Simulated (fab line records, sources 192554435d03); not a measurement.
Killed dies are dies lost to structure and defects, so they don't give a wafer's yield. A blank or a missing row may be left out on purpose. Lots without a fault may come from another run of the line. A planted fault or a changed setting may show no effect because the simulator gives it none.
fab line records | flow n5_finfet
record lots=10 wafers=30 last_day=19
route steps=1938 shown WELL_APT@46 PMOS_HMC_CHANNEL_EPI@74 FIN_SAQP@95 BEOL_M4@1111
lots that met no fault: from a run of the same line without faults
start_h: hours from the record's first day to the start of the lot's first wafer shown | wait_h: hours since the lot's step before | " the same as in the row above | L1.1+2: a row that stands for several wafers | - no value, or no start given | * or withheld: withheld | < > ~ a bound
route shown NAME@n: a module of which the file shows steps, and the number in the route of the first | usual: mean/standard deviation of fault-free wafers | same: alike in all rows | chamber/n: place in a boat | sites: the reading at each site | _std_site: their standard deviation | _edge_site: outer sites' mean less inner sites' | radius_mm: how far each site lies from the wafer's centre | mask NAME#n: copy n | behind: the tool/chamber that last shaped the wafer | hold: why the lot was held/for how many hours/how that ended | device: the transistor (n, p or np) that didn't switch | end of line: the same wafers' tests at the end of the route | a step without rows: its recipe alone | killed: dies lost to structure and defects at the first sort, not the wafer's yield | map: a wafer's dies, x killed, . not, _ none there
set.NAME: the setting as run; set.NAME@STEP: as run at that earlier step | model.NAME: the simulator's own value behind a step, which no gauge read
steps of the route over a sample of lots; a table a step, a row a wafer
services: from which hour (start_h, from the record's first day; less than 0 if before it) a tool's chamber was out of use, for how many hours, and why
## steps
# step N5_WELL_APT_DESCUM_30
# recipe chemistry=O2 time_s=7.9 source_power_w=50 bias_power_w=20 pressure_mtorr=20 rf_frequency_hz=2.712e+07 temp_c=40 o2_flow_sccm=225
# usual bias_power_w=20.00/0.058 drypump_motor_current_A=5.8/0.52 oes_product_au=0.73/0.041 rf_fwd_power_W=49.66/0.16 rf_vpp_V=243.1/1.3 showerhead_plenum_p_Torr=2.09/0.081 throttle_valve_pct=20.40/0.26
# columns lot.wafer tool chamber start_h wait_h bias_power_w drypump_motor_current_A oes_product_au rf_fwd_power_W rf_hours_counter_h rf_vpp_V showerhead_plenum_p_Torr throttle_valve_pct
L231.1 rie_diel-06 0 21.14 0.0 19.92 5.9 0.78 49.88 136 244.9 2.17 20.36
L231.4 " 1 " " 19.93 5.2 0.73 49.65 143 244.8 2.20 20.45
L231.5 " 1 " " 19.99 5.2 0.74 49.51 - 244.1 2.20 20.44
L232.3 rie_diel-03 3 26.95 0.0 20.04 6.2 0.72 49.58 177 243.6 2.00 20.30
L232.4 " 0 " " 19.96 4.9 0.70 49.78 203 243.4 2.08 20.31
L232.5 " 2 " " 20.01 5.6 0.77 49.48 - 244.6 2.01 20.28
L234.1 rie_diel-02 3 39.42 0.0 19.98 6.3 0.78 49.65 130 243.1 2.01 20.07
L234.3 " 0 " " 20.03 6.1 0.70 49.84 225 242.0 1.99 20.10
L234.5 " 2 " " 20.10 5.2 0.72 49.77 - 244.2 2.08 20.37
L236.2 rie_diel-03 0 51.20 0.0 20.01 4.9 0.69 49.50 210 242.8 2.08 20.34
L236.4 " 2 " " 19.94 5.6 0.77 49.77 131 241.3 2.01 20.28
L236.6 " 3 " " 20.00 6.1 0.70 49.58 - 240.8 1.99 20.32
L242.2 rie_diel-06 2 86.94 0.0 20.00 6.2 0.72 49.67 189 243.8 2.19 20.55
L242.3 " 1 " " 19.94 5.2 0.72 49.60 166 243.8 2.20 20.50
L242.4 " 3 " " 20.05 6.8 0.74 49.80 192 244.6 2.15 20.22
L243.3 rie_diel-02 0 93.35 0.0 20.00 6.1 0.69 49.65 241 240.8 1.98 20.15
L243.4 " 3 " " 20.00 6.4 0.76 49.36 146 242.4 2.01 20.11
L243.5 " 3 " " 19.99 6.3 0.77 49.19 - 241.2 2.01 20.12
L244.3 rie_diel-06 1 99.75 0.1 19.96 5.2 0.73 49.62 168 245.8 2.19 20.49
L244.5 " 0 " " 19.93 5.9 0.77 49.79 - 244.8 2.16 20.39
L244.6 " 3 " " 19.98 6.8 0.73 49.64 - 243.4 2.15 20.23
L246.1 rie_diel-02 0 111.11 0.0 19.88 6.1 0.68 49.87 248 240.7 1.98 20.13
L246.2 " 2 " " 20.05 5.2 0.70 49.74 215 244.0 2.07 20.37
L246.6 " 3 " " 19.90 6.4 0.76 49.54 - 242.5 2.01 20.11
L249.3 rie_diel-03 0 128.93 0.0 20.02 4.8 0.68 49.81 237 241.8 2.07 20.36
L249.5 " 1 " " 19.94 5.9 0.78 49.42 - 243.7 2.20 20.95
L249.6 " 0 " " 20.03 4.8 0.67 49.68 - 242.0 2.07 20.38
L251.1 rie_diel-02 2 141.62 0.1 20.01 5.2 0.68 49.66 229 242.8 2.06 20.40
L251.2 " 1 " " 20.02 5.5 0.72 49.58 197 243.6 2.09 20.83
L251.3 " 3 " " 20.06 6.3 0.73 49.56 167 242.0 2.00 20.13
# step N5_WELL_APT_RTA_34
# recipe temp_c=1000 time_s=10 ambient=N2 idle_temp_c=600 ramp_up_c_per_s=150 ramp_down_c_per_s=60 cool_to_c=600
# usual lamp_power_pct=13.00/0.056 wafer_temp_C_max=1003.6/1
# columns lot.wafer tool chamber start_h wait_h lamp_power_pct wafer_temp_C_max
L231.1 rtp_anneal-01 0 22.00 0.1 12.95 1004.2
L231.4 " 0 " " 12.97 1003.6
L231.5 " 0 " " 13.04 1004.4
L232.3 rtp_anneal-02 0 27.76 0.1 13.00 1003.6
L232.4 " 0 " " 13.01 1004.8
L232.5 " 0 " " 12.92 1002.6
L234.1 rtp_anneal-01 0 40.23 0.1 12.93 1004.8
L234.3 " 0 " " 13.12 1004.7
L234.5 " 0 " " 12.99 1003.3
L236.2 rtp_anneal-01 0 51.98 0.0 13.03 1004.1
L236.4 " 0 " " 13.09 1004.4
L236.6 " 0 " " 13.06 1003.9
L242.2 rtp_anneal-02 0 88.03 0.4 13.03 1002.4
L242.3 " 0 " " 13.01 1002.9
L242.4 " 0 " " 13.04 1005.6
L243.3 rtp_anneal-02 0 94.19 0.1 12.92 1004.4
L243.4 " 0 " " 12.98 1005.7
L243.5 " 0 " " 13.05 1003.4
L244.3 rtp_anneal-02 0 100.55 0.1 13.02 1002.4
L244.5 " 0 " " 13.00 1003.0
L244.6 " 0 " " 12.96 1004.6
L246.1 rtp_anneal-01 0 111.87 0.0 12.88 1004.1
L246.2 " 0 " " 12.94 1002.9
L246.6 " 0 " " 13.09 1003.9
L249.3 rtp_anneal-02 0 129.85 0.2 13.03 1003.7
L249.5 " 0 " " 12.99 1002.5
L249.6 " 0 " " 12.96 1003.4
L251.1 rtp_anneal-01 0 142.43 0.0 13.03 1003.6
L251.2 " 0 " " 13.05 1003.1
L251.3 " 0 " " 13.07 1003.0
# step N5_PMOS_HMC_CHANNEL_EPI_FIN_RECESS_16
# recipe chemistry=HBr/Cl2 target=Si mask_material=SiO2 target_depth_a=540 time_s=18 pressure_mtorr=10 icp_w=800 bias_w=75 HBr_flow_sccm=150 Cl2_flow_sccm=80
# usual HBr_flow_sccm=150.0/0.49 drypump_motor_current_A=5.8/0.38 oes_product_au=0.998/0.017 rf_fwd_power_W=795.6/2.7 throttle_valve_pct=35.48/0.25
# columns lot.wafer tool chamber start_h wait_h HBr_flow_sccm drypump_motor_current_A oes_product_au rf_fwd_power_W rf_hours_counter_h throttle_valve_pct
L231.1 rie_si-05 0 23.86 0.0 149.4 6.5 0.994 799.2 147 35.60
L231.4 " 3 " " 149.6 6.4 0.993 793.2 45 35.57
L231.5 " 2 " " 149.4 5.7 0.981 792.0 - 35.18
L232.3 rie_si-05 3 29.77 0.0 149.8 6.4 1.008 792.9 45 35.51
L232.4 " 0 " " 150.5 6.5 1.002 798.4 147 35.58
L232.5 " 2 " " 150.2 5.7 1.002 795.2 - 35.18
L234.1 rie_si-03 3 42.81 0.0 148.9 5.8 1.028 797.2 164 35.15
L234.3 " 0 " " 149.9 6.3 1.016 791.9 62 35.25
L234.5 " 0 " " 150.5 6.3 1.020 793.0 - 35.25
L236.2 rie_si-04 2 53.82 0.0 149.5 5.3 0.973 801.2 161 35.48
L236.4 " 3 " " 149.4 5.8 1.026 794.0 122 35.37
L236.6 " 2 " " 149.7 5.3 0.980 800.6 - 35.48
L242.2 rie_si-05 2 90.02 0.0 150.3 5.7 0.995 794.4 26 35.17
L242.3 " 1 " " 150.1 5.5 0.975 795.9 3 35.43
L242.4 " 3 " " 149.2 6.3 0.988 796.7 46 35.54
L243.3 rie_si-05 0 96.21 0.0 149.8 6.5 0.985 798.5 148 35.61
L243.4 " 3 " " 150.4 6.3 0.995 793.7 46 35.54
L243.5 " 3 " " 149.6 6.3 0.995 797.6 - 35.55
L244.3 rie_si-05 1 102.72 0.0 149.7 5.5 0.972 801.1 3 35.42
L244.5 " 0 " " 150.1 6.5 1.002 795.5 - 35.58
L244.6 " 2 " " 150.3 5.7 1.006 797.0 - 35.18
L246.1 rie_si-04 0 113.62 0.0 150.1 6.0 0.999 796.0 6 35.73
L246.2 " 1 " " 150.0 5.7 0.999 797.2 73 36.03
L246.6 " 1 " " 150.3 5.7 0.994 797.4 - 36.03
L249.3 rie_si-03 2 131.68 0.0 150.4 5.8 1.016 803.4 55 35.15
L249.5 " 0 " " 150.1 6.4 1.010 797.5 - 35.26
L249.6 " 3 " " 151.1 5.8 1.005 795.3 - 35.17
L251.1 rie_si-04 2 144.29 0.0 149.7 5.4 0.964 799.3 163 35.48
L251.2 " 0 " " 150.2 5.9 1.002 794.6 7 35.73
L251.3 " 1 " " 150.5 5.7 0.997 798.8 73 36.03
# step N5_PMOS_HMC_CHANNEL_EPI_THK_MEAS_22
# recipe reads=SiGe30_of_PMOS_HMC_CHANNEL_EPI_EPI_20
# usual HMC_CMP_THK=53.7/0.8
# columns lot.wafer tool chamber start_h wait_h HMC_CMP_THK[nm]
L231.1 film_metro-01 - 26.07 - 53.3
L231.4 " - " " 53.1
L231.5 " - " " 52.7
L232.3 film_metro-02 - 31.98 - 54.4
L232.4 " - " " 54.5
L232.5 " - " " 54.4
L234.1 film_metro-01 - 44.88 - 54.8
L234.3 " - " " 54.3
L234.5 " - " " 53.9
L236.2 film_metro-02 - 56.02 - 54.5
L236.4 " - " " 55.3
L236.6 " - " " 54.5
L242.2 film_metro-02 - 92.22 - 59.8
L242.3 " - " " 59.9
L242.4 " - " " 59.7
L243.3 film_metro-02 - 98.02 - 58.5
L243.4 " - " " 58.6
L243.5 " - " " 58.6
L244.3 film_metro-01 - 104.99 - 58.7
L244.5 " - " " 58.7
L244.6 " - " " 58.6
L246.1 film_metro-01 - 115.82 - 53.1
L246.2 " - " " 52.8
L246.6 " - " " 53.1
L249.3 film_metro-02 - 133.89 - 54.2
L249.5 " - " " 53.7
L249.6 " - " " 53.5
L251.1 film_metro-02 - 146.09 - 53.2
L251.2 " - " " 53.3
L251.3 " - " " 52.8
# step N5_FIN_SAQP_DENSIFY_62
# recipe temp_c=700 time_s=60 ambient=N2 idle_temp_c=600 ramp_up_c_per_s=150 ramp_down_c_per_s=60 cool_to_c=600
# usual lamp_power_pct=9.84/0.057 wafer_temp_C_max=703.3/0.64
# columns lot.wafer tool chamber start_h wait_h lamp_power_pct wafer_temp_C_max
L231.1 rtp_anneal-02 0 28.63 0.2 9.87 702.2
L231.4 " 0 " " 9.78 703.6
L231.5 " 0 " " 9.94 702.2
L232.3 rtp_anneal-02 0 33.34 0.7 9.89 702.6
L232.4 " 0 " " 9.84 704.4
L232.5 " 0 " " 9.77 703.1
L234.1 rtp_anneal-01 0 45.77 0.2 9.87 704.7
L234.3 " 0 " " 9.93 703.1
L234.5 " 0 " " 9.93 702.3
L236.2 rtp_anneal-01 0 57.09 0.4 9.83 705.5
L236.4 " 0 " " 9.83 703.6
L236.6 " 0 " " 9.91 702.8
L242.2 rtp_anneal-02 0 93.72 0.2 9.88 703.5
L242.3 " 0 " " 9.82 703.2
L242.4 " 0 " " 9.89 702.9
L243.3 rtp_anneal-01 0 99.30 0.2 9.82 703.7
L243.4 " 0 " " 9.86 702.6
L243.5 " 0 " " 9.88 703.5
L244.3 rtp_anneal-01 0 107.02 0.2 9.82 702.4
L244.5 " 0 " " 9.83 703.0
L244.6 " 0 " " 9.74 703.2
L246.1 rtp_anneal-01 0 116.64 0.1 9.91 703.0
L246.2 " 0 " " 9.90 702.8
L246.6 " 0 " " 9.95 703.2
L249.3 rtp_anneal-02 0 134.95 0.2 9.80 703.8
L249.5 " 0 " " 9.74 703.7
L249.6 " 0 " " 9.80 703.1
L251.1 rtp_anneal-02 0 146.90 0.1 9.85 702.9
L251.2 " 0 " " 9.80 703.2
L251.3 " 0 " " 9.80 702.8
# step N5_BEOL_M4_RC_MEAS_101
# usual CJ_P=5.83/0.18 DIBL_N=36.3/1.6 DIBL_P=36.4/2.1 IOFF_N=0.16/0.032 IOFF_P=0.22/0.044 IOFF_P_85C=3.7/0.62 ION_N=675/12 ION_P=463/8.3 SS_N=71.6/0.64 SS_P=73.3/0.67 VT_N=250/3.3 VT_P=-250/3.7
# columns lot.wafer tool chamber start_h wait_h CJ_P DIBL_N[mV/V] DIBL_P[mV/V] IOFF_N[nA/um] IOFF_P[nA/um] IOFF_P_85C[nA/um] ION_N[uA/um] ION_P[uA/um] SS_N[mV/dec] SS_P[mV/dec] VT_N[mV] VT_P[mV]
L232.3 prober-01 0 209.26 0.3 5.59 37.6 38.7 0.17 0.21 3.7 675 462 72.0 73.9 248 -250
L232.4 " 0 " " 5.67 35.8 35.3 0.13 0.16 2.9 672 452 71.6 72.1 252 -256
L232.5 " 0 " " 5.69 35.0 35.0 0.12 0.16 2.9 666 455 70.9 72.7 252 -255
L234.1 prober-01 0 218.98 0.0 5.75 36.7 36.5 0.17 0.22 3.8 675 470 71.0 73.9 248 -249
L234.3 " 0 " " 5.74 36.5 36.4 0.16 0.20 3.4 664 455 71.4 72.9 251 -251
L234.5 " 0 " " 5.89 37.5 37.5 0.18 0.22 3.8 682 469 72.1 74.1 248 -248
L231.1 prober-01 0 227.39 0.0 5.88 33.7 33.5 0.13 0.19 3.3 671 471 71.2 72.6 252 -249
L231.4 " 0 " " 6.18 33.8 33.5 0.12 0.19 3.3 659 464 71.0 73.0 254 -249
L231.5 " 0 " " 6.03 35.0 35.4 0.15 0.22 3.6 664 463 71.5 72.8 250 -251
L236.2 prober-01 0 231.91 0.2 5.67 35.5 36.4 0.16 0.22 3.7 679 465 71.4 73.5 248 -251
L236.4 " 0 " " 5.46 35.7 36.0 0.15 0.21 3.6 668 457 71.8 72.9 251 -248
L236.6 " 0 " " 5.62 34.7 34.5 0.13 0.18 3.2 663 451 71.7 73.5 253 -250
L242.2 prober-01 0 279.55 0.2 3.97 37.1 40.5 0.17 0.34 5.4 692 451 72.2 75.8 248 -248
L242.3 " 0 " " 3.95 36.7 37.3 0.15 0.24 4.1 681 450 71.4 73.3 250 -251
L242.4 " 0 " " 4.06 35.6 37.7 0.13 0.30 4.9 670 443 71.1 75.8 251 -252
L243.3 prober-01 0 291.43 0.3 4.34 33.4 38.7 0.13 0.33 5.2 657 437 71.0 76.1 252 -248
L243.4 " 0 " " 4.33 35.7 39.9 0.16 0.33 5.2 672 446 71.3 75.9 250 -248
L243.5 " 0 " " 4.59 36.9 47.2 0.19 0.95 12.6 668 450 72.0 83.4 247 -246
L244.3 prober-02 0 300.57 0.3 4.32 35.9 38.2 0.14 0.32 5.2 661 440 72.3 76.1 251 -249
L244.5 " 0 " " 4.05 38.0 45.5 0.19 0.72 10.4 675 440 71.3 80.8 246 -247
L244.6 " 0 " " 4.14 36.0 41.1 0.15 0.46 7.1 661 436 71.9 78.6 251 -249
L246.1 prober-02 0 309.94 0.0 6.14 36.4 36.7 0.16 0.23 4.0 685 475 71.0 73.9 249 -249
L246.2 " 0 " " 5.95 34.7 33.9 0.13 0.19 3.5 669 460 70.9 72.7 251 -249
L246.6 " 0 " " 6.08 35.0 33.9 0.14 0.20 3.5 676 463 71.5 72.5 251 -248
L249.3 prober-02 0 317.36 0.3 5.75 34.3 32.5 0.10 0.13 2.3 642 435 70.7 72.8 257 -258
L249.5 " 0 " " 5.73 34.8 33.8 0.12 0.14 2.6 676 460 71.0 73.8 253 -256
L249.6 " 0 " " 5.79 33.7 31.3 0.09 0.12 2.2 651 442 70.2 71.9 258 -259
L251.1 prober-02 0 350.85 0.0 5.78 35.6 35.1 0.12 0.18 3.3 648 450 71.4 73.4 255 -253
L251.2 " 0 " " 5.81 34.9 34.2 0.12 0.17 3.0 672 464 70.7 73.2 254 -251
L251.3 " 0 " " 6.01 36.8 35.7 0.14 0.19 3.3 667 461 70.9 72.4 252 -253
## services
# columns tool chamber start_h hours kind
rie_diel-06 0 4.62 3.9 repair
rie_si-03 1 21.37 13.2 repair
rie_si-03 0 24.97 2.0 repair
rie_si-04 1 32.61 2.8 repair
rie_si-03 - 44.32 0.6 repair
rie_diel-02 3 46.09 4.0 repair
rie_diel-02 - 56.46 2.8 pm
rie_si-04 0 61.97 29.8 repair
rtp_anneal-02 - 62.82 5.4 pm
rtp_anneal-01 - 68.38 2.8 pm
rtp_anneal-02 - 71.78 2.9 repair
rie_diel-03 2 77.09 4.3 repair
rie_diel-06 - 79.36 2.8 pm
rie_si-05 3 98.96 9.6 repair
rie_diel-02 0 115.19 - clean
rie_diel-02 0 115.19 - consumable_replace:focus_ring
rie_diel-02 0 115.19 - consumable_replace:showerhead
rie_diel-02 0 115.19 21.1 scheduled_down
rie_diel-02 0 115.19 21.1 vent_cycle
rie_diel-06 0 119.41 1.3 repair
rie_diel-03 2 127.70 2.8 repair
## key
first_sign step=N5_PMOS_HMC_CHANNEL_EPI_THK_MEAS_22 reading=HMC_CMP_THK direction=up sigmas=6.6 usual=53.7 struck=59.0
effect step=N5_BEOL_M4_RC_MEAS_101 reading=CJ_P direction=down sigmas=9.3 usual=5.83 struck=4.20
effect step=N5_BEOL_M4_RC_MEAS_101 reading=SS_P direction=up sigmas=6 usual=73.3 struck=77.3 wafers_moved=8
effect step=N5_BEOL_M4_RC_MEAS_101 reading=IOFF_P direction=up sigmas=5.1 usual=0.22 struck=0.44 wafers_moved=8
effect step=N5_BEOL_M4_RC_MEAS_101 reading=IOFF_P_85C direction=up sigmas=4.8 usual=3.7 struck=6.7 wafers_moved=8
effect step=N5_BEOL_M4_RC_MEAS_101 reading=ION_P direction=down sigmas=2.3 usual=463 struck=444 wafers_moved=4
effect step=N5_BEOL_M4_RC_MEAS_101 reading=DIBL_P direction=up sigmas=2 usual=36.4 struck=40.7 wafers_moved=3
met_at N5_PMOS_HMC_CHANNEL_EPI_FIN_RECESS_16
struck_lots L242,L243,L244
rows_end L242.2,L242.3,L242.4,L243.3,L243.4,L243.5,L244.3,L244.5,L244.6
not_acting_at N5_WELL_APT_DESCUM_30,N5_WELL_APT_RTA_34,N5_FIN_SAQP_DENSIFY_62
onset_between 29.77 90.02
fault kind=process_parameter_drift tool=rie_si-05 chamber=- onset_h=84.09 steps=N5_PMOS_HMC_CHANNEL_EPI_FIN_RECESS_16 channel=time_s offset=* shape=step acts_in=* stated=*
# rows_end: these wafers met a further fault down the route, and their rows from its step on are left out
